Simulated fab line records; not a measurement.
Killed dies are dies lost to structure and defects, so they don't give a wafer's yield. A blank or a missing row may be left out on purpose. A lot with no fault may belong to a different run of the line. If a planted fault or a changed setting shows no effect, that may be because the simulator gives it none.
fab line records    flow n5-finfet
record: lots: 7  wafers: 39
route steps=1938 shown FIN_SAQP@100 SPACER0@258 SDB@373 GATE_CUT@469 BEOL_M0_SAQP@633 BEOL_M1@814 BEOL_M3@994 BEOL_M4@1092 BEOL_M9@1443 BEOL_M11@1539 BEOL_M12@1639 MIM_BOT_ETCH@1868 PASSIVATION@1936
start-h: start of the lot's first displayed wafer, in hours after the record's first day    wait-h: hours elapsed since this lot's preceding step    " repeats the value in the row above    L1.1+2: several wafers, shown together as one row    - either no value or no given start    * or withheld: withheld    < > ~ a bound
route shown NAME@n: NAME is a module with steps in the file, n the number in the route of the first one    usual: mean/standard deviation taken from wafers without a fault    same: alike in all rows    chamber/n: place in a boat    sites: readings site by site    _std_site: their standard deviation    _edge_site: inner sites' mean taken away from outer sites' mean    radius-mm: how far each site lies from the wafer's centre    mask NAME#n: copy n    behind: tool/chamber where the wafer was last shaped    hold: cause of the lot's hold/its duration in hours/its outcome    device: the transistor (n, p or np) that didn't switch    end of line: the tests these same wafers got at the end of their route    for a step that has no rows: nothing shown but its recipe    killed: at the first sort, the dies lost to defects and structure; wafer yield is something else    map: shows each die of a wafer: x if killed, . if not, _ if none is there
set.NAME: setting as actually run; set.NAME@STEP: the setting as run at that earlier step    model.NAME: the simulator's own value behind a step, which no gauge read
lots where settings were altered on purpose, with a table for each step and a row for each wafer
== steps ==
step: N5_FIN_SAQP_PECVD_06
recipe: material: a-Si  target-thk-a: 600  temp-c: 400  precursor: SiH4/He  pressure-torr: 3  rf-w: 100  time-s: 48.1
step: N5_SPACER0_ALD_07
recipe: material: SiNx  target-thk-a: 20  temp-c: 400  ald-precursor-family: SiH2I2  ald-co-reactant: N2/H2-plasma  pressure-torr: 2
step: N5_SDB_ALD_29
recipe: material: SiNx  target-thk-a: 300  temp-c: 400  ald-precursor-family: SiH2I2  ald-co-reactant: N2/H2-plasma  pulse-time-s: 1  ald-cycles: 600  purge-time-s: 2  co-reactant-purge-time-s: 2  pressure-torr: 2
step: N5_GATE_CUT_ETCH_58
recipe: chemistry: CH3F/O2  target: SiNx  target-depth-a: 170  time-s: 128.6  ion-energy-ev: 50  pressure-mtorr: 30  source-w: 415  bias-w: 21  Ar_flow_sccm: 150  CH3F_flow_sccm: 30  O2_flow_sccm: 20
step: N5_BEOL_M0_SAQP_ILD_DEP_01
recipe: material: SiOC  target-thk-a: 454.19  temp-c: 350  precursor: DEMS/O2  pressure-torr: 5  rf-w: 500  time-s: 8.7
step: N5_BEOL_M1_SPUTTER_48
recipe: material: Cu  target-thk-a: 45  temp-c: -20  chamber-pressure-pa: 0.07  power-w: withheld  time-s: 8.29
step: N5_BEOL_M3_SPUTTER_48
step: N5_BEOL_M4_SPUTTER_88
step: N5_BEOL_M9_VIA_ETCH_34
recipe: chemistry: C4F6/O2  target: SiCOH_lowk  target-depth-a: 1824  mask-material: SOC  taper-deg: 4  time-s: 68.4  ion-energy-ev: 250  pressure-mtorr: 30  source-w: 345  bias-w: 185  Ar_flow_sccm: 300  C4F6_flow_sccm: 10  O2_flow_sccm: 10
step: N5_BEOL_M11_PECVD_70
recipe: material: SiO2  target-thk-a: 200  temp-c: 400  precursor: TEOS/O2  pressure-torr: 5.5  rf-w: 450  teos-flow-sccm: 53.8  gas: O2  flow-sccm: 3000  time-s: 22.7
step: N5_BEOL_M12_TRENCH_ETCH_34
recipe: chemistry: C4F8/O2/Ar  target: SiOC  target-depth-a: 3189.5  mask-material: SOC  pressure-mtorr: 30  source-w: 3000  bias-w: 700  Ar_flow_sccm: 400  C4F8_flow_sccm: 15  O2_flow_sccm: 8  he-inner-torr: 15  he-outer-torr: 30  time-s: 125.5  ion-energy-ev: 250
step: N5_MIM_BOT_ETCH_ETCH_00
recipe: chemistry: Cl2/BCl3  target: TiN  target-depth-a: 455  ion-energy-ev: 150  pressure-mtorr: 10  icp-w: 1000  bias-w: 126  Cl2_flow_sccm: 53.25  bcl3-flow-sccm: 21.75  Ar_flow_sccm: 25
step: N5_PASSIVATION_PROBE_49
usual: killed_at_M4_up: 13/5.3
lot.wafer  tool       chamber  start-h  wait-h  set.time-s@FIN_SAQP_PECVD_06  set.target-thk-a@SPACER0_ALD_07  set.ald-cycles@SDB_ALD_29  set.time-s@GATE_CUT_ETCH_58  set.time-s@BEOL_M0_SAQP_ILD_DEP_01  set.target-thk-a@BEOL_M1_SPUTTER_48  set.target-thk-a@BEOL_M3_SPUTTER_48  set.target-thk-a@BEOL_M4_SPUTTER_88  set.target-depth-a@BEOL_M9_VIA_ETCH_34  set.time-s@BEOL_M11_PECVD_70  set.time-s@BEOL_M12_TRENCH_ETCH_34  set.target-depth-a@MIM_BOT_ETCH_ETCH_00  killed_at_M4_up
L079.1     prober-01  -        290.76   0.0     48.1                          20                               600                        88.98                        8.7                                 34.97                                32.53                                45                                   1824                                    22.7                          125.5                               455                                      17
L079.2     prober-01  -        290.81   0.1     48.1                          20                               600                        88.98                        8.7                                 45                                   45                                   70.35                                1824                                    26.8                          85.52                               455                                      19
L079.3     prober-01  -        290.86   0.1     57.02                         20                               600                        88.98                        8.7                                 34.97                                32.53                                70.35                                860.6                                   22.7                          85.52                               455                                      1099
L079.4     prober-01  -        290.91   0.2     57.02                         20                               600                        128.6                        8.7                                 45                                   32.53                                45                                   860.6                                   26.8                          125.5                               455                                      1119
L079.5     prober-01  -        290.96   0.2     57.02                         20                               600                        128.6                        8.7                                 34.97                                45                                   70.35                                860.6                                   26.8                          125.5                               455                                      1101
L079.6     prober-01  -        291.01   0.3     48.1                          20                               600                        128.6                        8.7                                 45                                   45                                   45                                   1824                                    22.7                          85.52                               455                                      18
L080.1     prober-02  -        308.06   0.0     70.55                         15.33                            600                        128.6                        11.94                               45                                   45                                   45                                   1824                                    22.7                          125.5                               455                                      7
L080.2     prober-02  -        308.11   0.1     70.55                         15.33                            600                        94.51                        8.7                                 68.26                                70.37                                45                                   1824                                    22.7                          125.5                               455                                      17
L080.3     prober-02  -        308.16   0.1     48.1                          20                               600                        128.6                        8.7                                 68.26                                45                                   45                                   1824                                    22.7                          151.9                               296.7                                    3
L080.4     prober-02  -        308.21   0.2     70.55                         20                               438                        128.6                        8.7                                 45                                   70.37                                45                                   1824                                    33.09                         151.9                               455                                      9
L080.5     prober-02  -        308.26   0.2     48.1                          20                               438                        94.51                        11.94                               68.26                                70.37                                45                                   1824                                    33.09                         151.9                               296.7                                    12
L080.6     prober-02  -        308.31   0.3     48.1                          15.33                            438                        94.51                        11.94                               45                                   45                                   45                                   1824                                    33.09                         125.5                               296.7                                    14
L081.1     prober-01  -        308.96   0.0     38.74                         30.09                            600                        128.6                        8.7                                 45                                   56.42                                70.46                                1824                                    35.03                         125.5                               455                                      28
L081.2     prober-01  -        309.01   0.1     38.74                         20                               600                        128.6                        8.7                                 71.67                                56.42                                70.46                                2641                                    22.7                          83.01                               455                                      25
L081.3     prober-01  -        309.06   0.1     38.74                         30.09                            600                        128.6                        8.7                                 71.67                                45                                   45                                   2641                                    35.03                         83.01                               541                                      13
L081.4     prober-01  -        309.11   0.2     48.1                          20                               600                        128.6                        8.7                                 45                                   45                                   45                                   2641                                    22.7                          125.5                               541                                      20
L081.5     prober-01  -        309.16   0.2     48.1                          20                               600                        128.6                        8.7                                 45                                   45                                   70.46                                1824                                    22.7                          83.01                               541                                      25
L081.6     prober-01  -        309.21   0.3     48.1                          30.09                            600                        128.6                        8.7                                 71.67                                56.42                                45                                   1824                                    35.03                         125.5                               455                                      21
L083.1     prober-02  -        312.34   0.0     36.88                         14.37                            600                        128.6                        8.7                                 45                                   58.32                                65.85                                1152                                    22.7                          125.5                               455                                      1110
L083.2     prober-02  -        312.39   0.1     36.88                         14.37                            600                        128.6                        8.7                                 45                                   45                                   45                                   1824                                    22.7                          125.5                               644                                      9
L083.3     prober-02  -        312.44   0.1     48.1                          14.37                            485                        128.6                        8.7                                 45                                   58.32                                45                                   1152                                    22.7                          125.5                               455                                      1065
L083.4     prober-02  -        312.49   0.2     48.1                          20                               600                        128.6                        8.7                                 45                                   45                                   45                                   1152                                    22.7                          125.5                               644                                      1100
L083.5     prober-02  -        312.54   0.2     36.88                         20                               485                        128.6                        8.7                                 45                                   45                                   65.85                                1824                                    22.7                          125.5                               455                                      10
L083.6     prober-02  -        312.59   0.3     48.1                          20                               485                        128.6                        8.7                                 45                                   58.32                                65.85                                1824                                    22.7                          125.5                               644                                      8
L085.1     prober-02  -        328.08   0.0     67.3                          20                               764                        128.6                        6.098                               62.84                                45                                   45                                   1824                                    22.7                          178.6                               455                                      9
L085.2     prober-02  -        328.13   0.1     67.3                          20                               764                        128.6                        8.7                                 62.84                                18.92                                45                                   1824                                    28.83                         178.6                               455                                      9
L085.3     prober-02  -        328.18   0.1     48.1                          20                               600                        128.6                        6.098                               62.84                                18.92                                63.9                                 1824                                    22.7                          125.5                               455                                      12
L085.4     prober-02  -        328.23   0.2     48.1                          20                               764                        128.6                        6.098                               45                                   45                                   63.9                                 1824                                    28.83                         178.6                               455                                      10
L085.5     prober-02  -        328.28   0.2     48.1                          20                               600                        128.6                        8.7                                 45                                   45                                   63.9                                 1824                                    22.7                          125.5                               455                                      10
L085.6     prober-02  -        328.33   0.3     67.3                          20                               600                        128.6                        8.7                                 45                                   18.92                                45                                   1824                                    28.83                         125.5                               455                                      8
L089.1     prober-02  -        356.71   0.0     48.1                          20                               600                        128.6                        8.7                                 20.33                                25.22                                45                                   2277                                    22.7                          125.5                               455                                      6
L089.2     prober-02  -        356.76   0.1     74.17                         20                               600                        128.6                        8.7                                 20.33                                45                                   45                                   1824                                    22.7                          125.5                               238.9                                    4
L089.3     prober-02  -        356.81   0.1     48.1                          20                               704                        128.6                        8.7                                 45                                   25.22                                45                                   1824                                    22.7                          125.5                               238.9                                    9
L089.4     prober-02  -        356.86   0.2     74.17                         20                               704                        128.6                        4.932                               45                                   25.22                                45                                   2277                                    22.7                          125.5                               455                                      7
L089.5     prober-02  -        356.91   0.2     48.1                          20                               704                        128.6                        4.932                               20.33                                45                                   45                                   1824                                    22.7                          125.5                               455                                      11
L089.6     prober-02  -        356.96   0.3     74.17                         20                               600                        128.6                        4.932                               45                                   45                                   45                                   2277                                    22.7                          125.5                               238.9                                    15
L093.2     prober-02  -        383.23   0.1     48.1                          20                               600                        128.6                        8.7                                 45                                   45                                   45                                   1824                                    22.7                          125.5                               455                                      13
L093.3     prober-02  -        383.28   0.1     48.1                          20                               600                        128.6                        8.7                                 45                                   45                                   45                                   1824                                    22.7                          125.5                               455                                      7
L093.6     prober-02  -        383.43   0.3     48.1                          20                               600                        128.6                        8.7                                 45                                   45                                   45                                   1824                                    22.7                          125.5                               455                                      15
killed by level:class
L079.1 FIN_SAQP:geometric-particle:short=8 FIN_SAQP:geometric-particle:open=7 MOL_CONTACT_COAG:geometric-particle:open=6 BEOL_M1:geometric-particle:open=6 BEOL_M0_SAQP:geometric-particle:open=5 STARTING-WAFER:geometric-particle:short=4 GATE_CUT:geometric-particle:short=4 DUMMY_GATE:geometric-particle:open=3
L079.2 MOL_CONTACT_COAG:geometric-particle:open=11 BEOL_M1:geometric-particle:open=10 MOL_CONTACT_COAG:geometric-particle:short=7 BEOL_M0_SAQP:geometric-particle:open=7 FIN_SAQP:geometric-particle:short=6 BEOL_M4:geometric-particle:open=6 BEOL_M3:geometric-particle:open=5 STARTING-WAFER:geometric-particle:open=5
L079.3 BEOL_M9:area-etch=1079 MOL_CONTACT_COAG:geometric-particle:open=13 BEOL_M2:geometric-particle:open=8 BEOL_M0_SAQP:geometric-particle:open=7 BEOL_M3:geometric-particle:open=7 BEOL_M4:geometric-particle:open=6 FIN_SAQP:geometric-particle:open=5 DUMMY_GATE:geometric-particle:open=5
L079.4 BEOL_M9:area-etch=1104 BEOL_M4:geometric-particle:open=8 STI_FIN_REVEAL:geometric-particle:open=6 BEOL_M0:geometric-particle:short=5 MOL_CONTACT_COAG:geometric-particle:short=4 BEOL_M1:geometric-particle:open=4 STARTING-WAFER:geometric-particle:short=4 FIN_SAQP:geometric-particle:open=3
L079.5 BEOL_M9:area-etch=1084 MOL_CONTACT_COAG:geometric-particle:open=11 MOL_CONTACT_COAG:geometric-particle:short=8 BEOL_M4:geometric-particle:open=6 BEOL_M0_SAQP:geometric-particle:open=5 DUMMY_GATE:geometric-particle:open=4 BEOL_M0_SAQP:geometric-particle:short=4 BEOL_M1:geometric-particle:open=4
L079.6 FIN_SAQP:geometric-particle:open=13 MOL_CONTACT_COAG:geometric-particle:open=10 MOL_CONTACT_COAG:geometric-particle:short=10 STI_FIN_REVEAL:geometric-particle:open=7 FIN_SAQP:geometric-particle:short=6 BEOL_M1:geometric-particle:open=6 BEOL_M2:geometric-particle:open=6 BEOL_M0:geometric-particle:short=5
L080.1 FIN_SAQP:area-etch=77 BEOL_M2:geometric-particle:open=7 BEOL_M0_SAQP:geometric-particle:short=6 FIN_SAQP:geometric-particle:short=5 DUMMY_GATE:geometric-particle:open=4 BEOL_M0_SAQP:geometric-particle:open=4 BEOL_M1:geometric-particle:open=4 BEOL_M2:geometric-particle:short=4
L080.2 FIN_SAQP:geometric-particle:short=14 FIN_SAQP:geometric-particle:open=11 BEOL_M0_SAQP:geometric-particle:short=8 BEOL_M4:geometric-particle:open=7 FIN_SAQP:area-etch=7 GATE_CUT:geometric-particle:short=4 BEOL_M0_SAQP:geometric-particle:open=4 BEOL_M2:geometric-particle:open=4
L080.3 MIM_BOT_ETCH:area-etch=1094 BEOL_M0_SAQP:geometric-particle:short=10 BEOL_M0_SAQP:geometric-particle:open=10 BEOL_M1:geometric-particle:open=8 FIN_SAQP:geometric-particle:open=7 BEOL_M2:geometric-particle:open=7 MOL_CONTACT_COAG:geometric-particle:open=6 BEOL_M3:geometric-particle:open=5
L080.4 FIN_SAQP:area-etch=214 GATE_CUT:geometric-particle:short=8 BEOL_M0_SAQP:geometric-particle:open=8 BEOL_M2:geometric-particle:open=8 BEOL_M0_SAQP:geometric-particle:short=6 BEOL_M3:geometric-particle:open=5 FIN_SAQP:geometric-particle:open=4 GATE_CUT:geometric-particle:open=4
L080.5 MIM_BOT_ETCH:area-etch=1068 FIN_SAQP:geometric-particle:open=12 BEOL_M0_SAQP:geometric-particle:open=11 MOL_CONTACT_COAG:geometric-particle:open=10 FIN_SAQP:geometric-particle:short=8 BEOL_M0_SAQP:geometric-particle:short=7 BEOL_M3:geometric-particle:open=7 GATE_CUT:geometric-particle:short=6
L080.6 MIM_BOT_ETCH:area-etch=1089 BEOL_M2:geometric-particle:open=14 BEOL_M4:geometric-particle:open=8 BEOL_M0_SAQP:geometric-particle:short=8 FIN_SAQP:geometric-particle:short=6 GATE_CUT:geometric-particle:short=6 BEOL_M0_SAQP:geometric-particle:open=5 BEOL_M3:geometric-particle:short=5
L081.1 DUMMY_REMOVAL:area-strip=1036 MOL_CONTACT_COAG:geometric-particle:open=23 BEOL_M4:geometric-particle:open=12 FIN_SAQP:geometric-particle:open=11 BEOL_M0_SAQP:geometric-particle:short=9 STI_FIN_REVEAL:geometric-particle:open=7 BEOL_M0_SAQP:geometric-particle:open=7 GATE_CUT:geometric-particle:short=5
L081.2 MOL_CONTACT_COAG:geometric-particle:open=16 FIN_SAQP:geometric-particle:open=14 BEOL_M2:geometric-particle:open=12 BEOL_M4:geometric-particle:open=11 DUMMY_GATE:geometric-particle:open=7 BEOL_M0_SAQP:geometric-particle:short=7 BEOL_M0_SAQP:geometric-particle:open=6 GATE_CUT:geometric-particle:open=5
L081.3 DUMMY_REMOVAL:area-strip=1021 MOL_CONTACT_COAG:geometric-particle:open=21 FIN_SAQP:geometric-particle:open=16 FIN_SAQP:geometric-particle:short=9 STI_FIN_REVEAL:geometric-particle:open=7 BEOL_M0_SAQP:geometric-particle:open=5 BEOL_M4:geometric-particle:short=5 BEOL_M4:geometric-particle:open=4
L081.4 FIN_SAQP:geometric-particle:open=15 MOL_CONTACT_COAG:geometric-particle:open=14 STI_FIN_REVEAL:geometric-particle:open=7 BEOL_M4:geometric-particle:open=7 BEOL_M0_SAQP:geometric-particle:open=6 DUMMY_GATE:geometric-particle:open=5 BEOL_M4:geometric-particle:short=5 GATE_CUT:geometric-particle:open=4
L081.5 MOL_CONTACT_COAG:geometric-particle:open=15 MOL_CONTACT_COAG:geometric-particle:short=8 BEOL_M4:geometric-particle:short=8 BEOL_M0_SAQP:geometric-particle:open=7 FIN_SAQP:geometric-particle:open=5 DUMMY_GATE:geometric-particle:open=5 BEOL_M0_SAQP:geometric-particle:short=5 BEOL_M4:geometric-particle:open=5
L081.6 DUMMY_REMOVAL:area-strip=1065 BEOL_M4:geometric-particle:open=10 BEOL_M2:geometric-particle:open=10 MOL_CONTACT_COAG:geometric-particle:open=9 BEOL_M0_SAQP:geometric-particle:short=9 DUMMY_GATE:geometric-particle:open=8 GATE_CUT:geometric-particle:short=8 FIN_SAQP:geometric-particle:open=6
L083.1 BEOL_M9:area-etch=1092 STI_FIN_REVEAL:geometric-particle:open=9 BEOL_M0_SAQP:geometric-particle:short=9 BEOL_M4:geometric-particle:open=8 MOL_CONTACT_COAG:geometric-particle:open=7 BEOL_M3:geometric-particle:open=5 BEOL_M0_SAQP:geometric-particle:open=5 STI_FIN_REVEAL:geometric-particle:short=4
L083.2 BEOL_M0_SAQP:geometric-particle:short=11 STI_FIN_REVEAL:geometric-particle:open=7 BEOL_M0_SAQP:geometric-particle:open=5 FIN_SAQP:geometric-particle:short=4 FIN_CUT:geometric-particle:short=4 BEOL_M2:geometric-particle:open=4 FIN_CUT:geometric-particle:open=3 BEOL_M3:geometric-particle:open=3
L083.3 BEOL_M9:area-etch=1048 BEOL_M0_SAQP:geometric-particle:open=28 BEOL_M0_SAQP:geometric-particle:short=18 MOL_CONTACT_COAG:geometric-particle:open=12 STI_FIN_REVEAL:geometric-particle:open=10 BEOL_M3:geometric-particle:open=7 BEOL_M4:geometric-particle:open=7 BEOL_M2:geometric-particle:open=5
L083.4 BEOL_M9:area-etch=1092 BEOL_M0_SAQP:geometric-particle:open=11 BEOL_M0_SAQP:geometric-particle:short=11 BEOL_M2:geometric-particle:open=11 STI_FIN_REVEAL:geometric-particle:open=6 BEOL_M3:geometric-particle:open=6 DUMMY_GATE:geometric-particle:open=5 MOL_CONTACT_COAG:geometric-particle:open=5
L083.5 BEOL_M0_SAQP:geometric-particle:short=12 BEOL_M0_SAQP:geometric-particle:open=11 DUMMY_GATE:geometric-particle:open=7 MOL_CONTACT_COAG:geometric-particle:open=5 BEOL_M1:geometric-particle:open=5 BEOL_M5:geometric-particle:short=4 STI_FIN_REVEAL:geometric-particle:short=3 BEOL_M0:geometric-particle:open=3
L083.6 MOL_CONTACT_COAG:geometric-particle:open=17 BEOL_M0_SAQP:geometric-particle:short=14 BEOL_M0_SAQP:geometric-particle:open=10 DUMMY_GATE:geometric-particle:open=5 STI_FIN_REVEAL:geometric-particle:open=5 BEOL_M0:geometric-particle:open=4 BEOL_M1:geometric-particle:open=4 FIN_SAQP:geometric-particle:short=3
L085.1 STI_FIN_REVEAL:geometric-particle:open=26 FIN_SAQP:area-etch=14 BEOL_M0_SAQP:geometric-particle:open=13 BEOL_M0_SAQP:geometric-particle:short=12 BEOL_M3:geometric-particle:open=9 MOL_CONTACT_COAG:geometric-particle:open=8 FIN_SAQP:geometric-particle:open=7 FIN_SAQP:geometric-particle:short=7
L085.2 FIN_SAQP:geometric-particle:open=17 MOL_CONTACT_COAG:geometric-particle:open=14 STI_FIN_REVEAL:geometric-particle:open=14 FIN_SAQP:geometric-particle:short=11 BEOL_M3:interface-void-opened=10 FIN_SAQP:area-etch=8 BEOL_M0_SAQP:geometric-particle:short=6 BEOL_M3:geometric-particle:open=6
L085.3 STI_FIN_REVEAL:geometric-particle:open=19 MOL_CONTACT_COAG:geometric-particle:open=12 BEOL_M0_SAQP:geometric-particle:open=12 FIN_SAQP:geometric-particle:open=10 FIN_SAQP:geometric-particle:short=7 BEOL_M1:geometric-particle:open=6 BEOL_M3:geometric-particle:open=6 MOL_CONTACT_COAG:geometric-particle:short=4
L085.4 STI_FIN_REVEAL:geometric-particle:open=16 BEOL_M3:geometric-particle:open=15 BEOL_M0_SAQP:geometric-particle:short=13 BEOL_M0_SAQP:geometric-particle:open=11 GATE_CUT:geometric-particle:short=8 FIN_SAQP:geometric-particle:open=7 FIN_SAQP:geometric-particle:short=7 MOL_CONTACT_COAG:geometric-particle:open=5
L085.5 BEOL_M0_SAQP:geometric-particle:short=14 STI_FIN_REVEAL:geometric-particle:open=9 FIN_SAQP:geometric-particle:short=8 FIN_SAQP:geometric-particle:open=5 STARTING-WAFER:geometric-particle:open=5 BEOL_M1:geometric-particle:open=5 BEOL_M3:geometric-particle:open=5 MOL_CONTACT_COAG:geometric-particle:open=4
L085.6 FIN_SAQP:area-etch=16 BEOL_M3:geometric-particle:open=15 STI_FIN_REVEAL:geometric-particle:open=12 MOL_CONTACT_COAG:geometric-particle:open=9 FIN_SAQP:geometric-particle:short=8 BEOL_M0_SAQP:geometric-particle:short=8 FIN_SAQP:geometric-particle:open=7 GATE_CUT:geometric-particle:short=6
L089.1 BEOL_M1:geometric-particle:open=15 BEOL_M0_SAQP:geometric-particle:short=13 BEOL_M0_SAQP:geometric-particle:open=13 FIN_SAQP:geometric-particle:short=12 MOL_CONTACT_COAG:geometric-particle:open=11 BEOL_M2:geometric-particle:open=7 FIN_SAQP:geometric-particle:open=4 STI_FIN_REVEAL:geometric-particle:open=3
L089.2 FIN_SAQP:area-etch=867 MIM_BOT_ETCH:area-etch=212 MOL_CONTACT_COAG:geometric-particle:open=14 BEOL_M0_SAQP:geometric-particle:short=11 STI_FIN_REVEAL:geometric-particle:open=8 BEOL_M0_SAQP:geometric-particle:open=8 BEOL_M1:geometric-particle:open=6 FIN_SAQP:geometric-particle:short=5
L089.3 MIM_BOT_ETCH:area-etch=1086 FIN_SAQP:geometric-particle:short=10 MOL_CONTACT_COAG:geometric-particle:open=9 BEOL_M2:geometric-particle:open=8 BEOL_M1:geometric-particle:open=7 BEOL_M3:geometric-particle:open=7 FIN_SAQP:geometric-particle:open=6 STI_FIN_REVEAL:geometric-particle:open=5
L089.4 FIN_SAQP:area-etch=964 FIN_SAQP:geometric-particle:short=13 BEOL_M0_SAQP:geometric-particle:short=9 BEOL_M1:geometric-particle:open=8 MOL_CONTACT_COAG:geometric-particle:open=7 BEOL_M2:geometric-particle:open=7 STI_FIN_REVEAL:geometric-particle:open=6 BEOL_M0_SAQP:geometric-particle:open=6
L089.5 MOL_CONTACT_COAG:geometric-particle:open=13 STI_FIN_REVEAL:geometric-particle:open=11 FIN_SAQP:geometric-particle:short=9 M6:area-ald=7 BEOL_M3:geometric-particle:open=6 BEOL_M1:geometric-particle:open=6 GATE_CUT:geometric-particle:open=5 MOL_CONTACT_COAG:geometric-particle:short=5
L089.6 FIN_SAQP:area-etch=992 MIM_BOT_ETCH:area-etch=63 BEOL_M2:geometric-particle:open=18 FIN_SAQP:geometric-particle:short=12 BEOL_M3:geometric-particle:open=8 BEOL_M1:geometric-particle:open=7 GATE_CUT:geometric-particle:short=7 FIN_SAQP:geometric-particle:open=6
L093.2 MOL_CONTACT_COAG:geometric-particle:open=11 BEOL_M5:geometric-particle:open=10 FIN_SAQP:geometric-particle:short=8 BEOL_M0_SAQP:geometric-particle:open=8 BEOL_M0_SAQP:geometric-particle:short=8 BEOL_M1:geometric-particle:open=8 BEOL_M2:geometric-particle:open=6 FIN_SAQP:geometric-particle:open=5
L093.3 MOL_CONTACT_COAG:geometric-particle:open=15 BEOL_M0_SAQP:geometric-particle:short=8 BEOL_M4:geometric-particle:open=6 BEOL_M3:geometric-particle:open=6 FIN_SAQP:geometric-particle:short=4 MOL_CONTACT_COAG:geometric-particle:short=4 BEOL_M0_SAQP:geometric-particle:open=4 BEOL_M1:geometric-particle:open=4
L093.6 MOL_CONTACT_COAG:geometric-particle:open=18 BEOL_M0_SAQP:geometric-particle:short=15 BEOL_M0_SAQP:geometric-particle:open=11 GATE_CUT:geometric-particle:open=10 HKMG_FIN:area-etch=7 DUMMY_GATE:geometric-particle:open=5 GATE_CUT:geometric-particle:short=5 MOL_CONTACT_COAG:geometric-particle:short=5
== key ==
split: step: N5_FIN_SAQP_PECVD_06  setting: time-s  stated-as: 48.1
response none clear
split: step: N5_SPACER0_ALD_07  setting: target-thk-a  stated-as: 20
response none clear
split: step: N5_SDB_ALD_29  setting: ald-cycles  stated-as: 600
response none clear
split: step: N5_GATE_CUT_ETCH_58  setting: time-s  stated-as: 128.6
response none clear
split: step: N5_BEOL_M0_SAQP_ILD_DEP_01  setting: time-s  stated-as: 8.7
response none clear
split: step: N5_BEOL_M1_SPUTTER_48  setting: target-thk-a  stated-as: 45
response none clear
split: step: N5_BEOL_M3_SPUTTER_48  setting: target-thk-a  stated-as: 45
response none clear
split: step: N5_BEOL_M4_SPUTTER_88  setting: target-thk-a  stated-as: 45
response none clear
split: step: N5_BEOL_M9_VIA_ETCH_34  setting: target-depth-a  stated-as: 1824
response: step: N5_PASSIVATION_PROBE_49  reading: killed_at_M4_up  slope: -15.7  per: 1%  together-with: all  explained: 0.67
split: step: N5_BEOL_M11_PECVD_70  setting: time-s  stated-as: 22.7
response none clear
split: step: N5_BEOL_M12_TRENCH_ETCH_34  setting: time-s  stated-as: 125.5
response none clear
split: step: N5_MIM_BOT_ETCH_ETCH_00  setting: target-depth-a  stated-as: 455
response none clear
